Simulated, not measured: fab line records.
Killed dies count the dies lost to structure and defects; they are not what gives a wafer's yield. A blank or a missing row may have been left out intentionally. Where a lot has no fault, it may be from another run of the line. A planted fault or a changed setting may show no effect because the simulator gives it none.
A struck lot beside a sound one :: flow nand harc :: 15 out of 1302 route steps
Sound: these wafers, L158.1, L158.5, L158.6. Struck: wafer L178.2 (left out: L178.1, a lot-mate that was not struck); the cause follows at the end.
Each step with rows lists, per side, the tool, then ch with its chambers, then its first start. Under that, the readings that differ: sound wafers :: struck wafers :: difference of the means :: sigmas: that difference in standard deviations of wafers without a fault.
alike: a reading whose means differ by less than 2 such deviations, as well as words and numbers matching on both sides. not compared: withheld readings; readings where some wafer has no value; bounds like >300 that might hide an equal value; numbers whose values overlap and for which the record gives no deviation.
A row with sigmas, a row that says differs or no value, or rows on one side alone: a step with any of these is where the two part. When numbers do not overlap yet have no deviation, they are printed without sigmas and do not part them. A reading that every wafer of one side lacks parts them only if that side has two wafers or more.

NHARC_A_DECK1_JOINT_ETCHBACK_07: etches the open film in HBr, target depth 105 nm, time 26.9 s.
  sound on rie si-01 ch 0,3, day 11 17:25; struck on rie si-05 ch 1, day 19 18:02
  alike: drypump motor current A, oes product au, run length s, throttle valve pct
  not compared: rf hours counter h
then, 8 steps without rows for these wafers: NHARC_A_DECK1_JOINT_ETCH_25 (etches SiO2 in dHF, target depth 0.5 nm); NHARC_A_DECK1_JOINT_ETCH_19 (etches poly-Si in TMAH, target depth 3 nm); NHARC_A_DECK1_JOINT_ETCH_18 (etches SiO2 in dHF, target depth 3 nm); NHARC_A_DECK1_JOINT_WET_08 (chemistry H3PO4, time 86 s); NHARC_A_DECK1_JOINT_ETCH_09 (etches SiO2 in dHF, target depth 5 nm); NHARC_A_DECK1_JOINT_WET_10 (chemistry H3PO4, time 86 s); NHARC_A_DECK1_JOINT_ETCH_11 (etches SiO2 in dHF, target depth 35 nm); NHARC_A_DECK1_JOINT_CVD_12 (deposits poly-Si, target thk 90 nm, time 1800 s).
NHARC_A_DECK1_JOINT_CMP_13: polishes, target thk 51.023 nm.
  sound on cmp-01 ch 0,1,2, day 12 03:43; struck on cmp-03 ch 1, day 20 04:41
  alike: motor current A, time to endpoint s
NHARC_A_DECK1_JOINT_THK_MEAS_14: measures by ellipsometry.
  sound on film metro-01, day 12 03:56; struck on film metro-01, day 20 04:55
reading: thk nm (nm)
sound: 50.2 52.8 54.1
struck: 47.2
difference: -5.2
sigmas: -3
following that, these wafers have no rows for 1 step: NHARC_A_DECK1_JOINT_SRD_04.
NHARC_A_DECK1_JOINT_ETCHBACK_00: etches the open film in HBr, target depth 30 nm, time 17.4 s.
  sound on rie si-06 ch 0,1,2, day 12 04:05; struck on rie si-05 ch 2, day 20 05:03
reading: run length s (s)
sound: 38.5 39.3 38.0
struck: 33.1
difference: -5.5
sigmas: -11
  alike: drypump motor current A, oes product au, throttle valve pct
  not compared: rf hours counter h
then, 1 step without rows for these wafers: NHARC_A_DECK1_JOINT_PRECLEAN_30 (cleans in SC1).
-- break in the record here, with 13 days between the starts of the struck wafers on either side (left off in module A_DECK1_JOINT, picked up again in module END, where the first step shown is number 1302 on the route) --
NHARC_END_SORT_01:
  here the record holds rows for the struck wafers (prober-02 ch 0, day 33 07:56) but none for the sound ones

## WHERE THEY PART
Earliest at NHARC_A_DECK1_JOINT_THK_MEAS_14; latest, in this record, at NHARC_END_SORT_01.

WHY: what the simulator had put in
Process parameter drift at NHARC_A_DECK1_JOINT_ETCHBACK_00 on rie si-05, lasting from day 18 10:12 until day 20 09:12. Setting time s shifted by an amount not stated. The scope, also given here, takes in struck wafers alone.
